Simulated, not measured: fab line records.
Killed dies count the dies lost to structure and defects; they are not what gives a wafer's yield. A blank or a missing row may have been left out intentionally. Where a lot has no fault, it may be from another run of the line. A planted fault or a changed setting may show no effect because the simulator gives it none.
Split-lot study ; flow n5_finfet ; on a route of 1938 steps: 7 lots, 21 wafers read

## THE SPLIT ITSELF
At N5_WELL_APT_COAT_02 (resist thk 950 nm), the setting spin_rpm was moved away from the recipe's 1357 rpm on 2 of the 21 wafers read, by -4.6% to +10.1%. For the rest of the wafers, this setting stayed at what the recipe calls for.

Reading taken at the split's own step.

## THE READING
coat_of_WELL_APT_COAT_02.thk_nm (the simulator's own value, which no gauge read), in nm, at N5_WELL_APT_COAT_02 (resist thk 950 nm). No usual value for it is given in the file. The 19 wafers here that ran the recipe average 949.9 nm, standard deviation 1.9 nm.

wafer;tool, chamber at the split;spin_rpm as run, rpm;against the recipe;coat_of_WELL_APT_COAT_02.thk_nm, nm;against lot-mates on the recipe
L079.1;litho_track-02, 0;1357;recipe;952.6;-
L079.2;litho_track-02, 0;1357;recipe;949.5;-
L079.6;litho_track-02, 0;1357;recipe;950.6;-
L084.1;litho_track-01, 0;1357;recipe;946;-
L084.5;litho_track-01, 0;1357;recipe;946;-
L084.2;litho_track-01, 0;1357;recipe;949.4;-
L085.3;litho_track-02, 0;1494;+10.1%;904.6;-45.6
L085.4;litho_track-02, 0;1357;recipe;951.5;-
L085.6;litho_track-02, 0;1357;recipe;949;-
L086.1;litho_track-01, 0;1357;recipe;951.6;-
L086.3;litho_track-01, 0;1357;recipe;948;-
L086.6;litho_track-01, 0;1357;recipe;948.1;-
L089.1;litho_track-05, 0;1357;recipe;952.7;-
L089.2;litho_track-05, 0;1357;recipe;950.9;-
L089.4;litho_track-05, 0;1357;recipe;950.1;-
L090.1;litho_track-05, 0;1357;recipe;950.5;-
L090.4;litho_track-05, 0;1357;recipe;948.8;-
L090.5;litho_track-05, 0;1357;recipe;950.9;-
L094.1;litho_track-05, 0;1357;recipe;950.6;-
L094.3;litho_track-05, 0;1294;-4.6%;976.8;+25.5
L094.6;litho_track-05, 0;1357;recipe;952;-

FIT RESULTS
A straight line over all 21 wafers: coat_of_WELL_APT_COAT_02.thk_nm changes by -4.73 nm for each +1% of spin_rpm; r = -0.98; the points scatter about the line by 2.2 nm.
The same after taking each lot's own level away (the mean of its wafers on the recipe; 21 wafers): -4.7 nm for each +1%; r = -0.99; scatter 1.6 nm.
On that fit, the largest move of spin_rpm shifts the reading by 47 nm.
Across the lots, their own levels run from 947.13 to 951.30 nm, a range of 2.2 times the standard deviation given above.
So the lot-to-lot level changes the slope little: the two slopes agree.
Check: for one of the wafers moved furthest among these (+10.1%), held out of the fit, the line's prediction against its lot-mates is -55.5 nm. Against them it came out at -45.6 nm.

## FILE'S OWN FIT
coat_of_WELL_APT_COAT_02.thk_nm changes by -4.69 nm for each +1% of spin_rpm, r = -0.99.
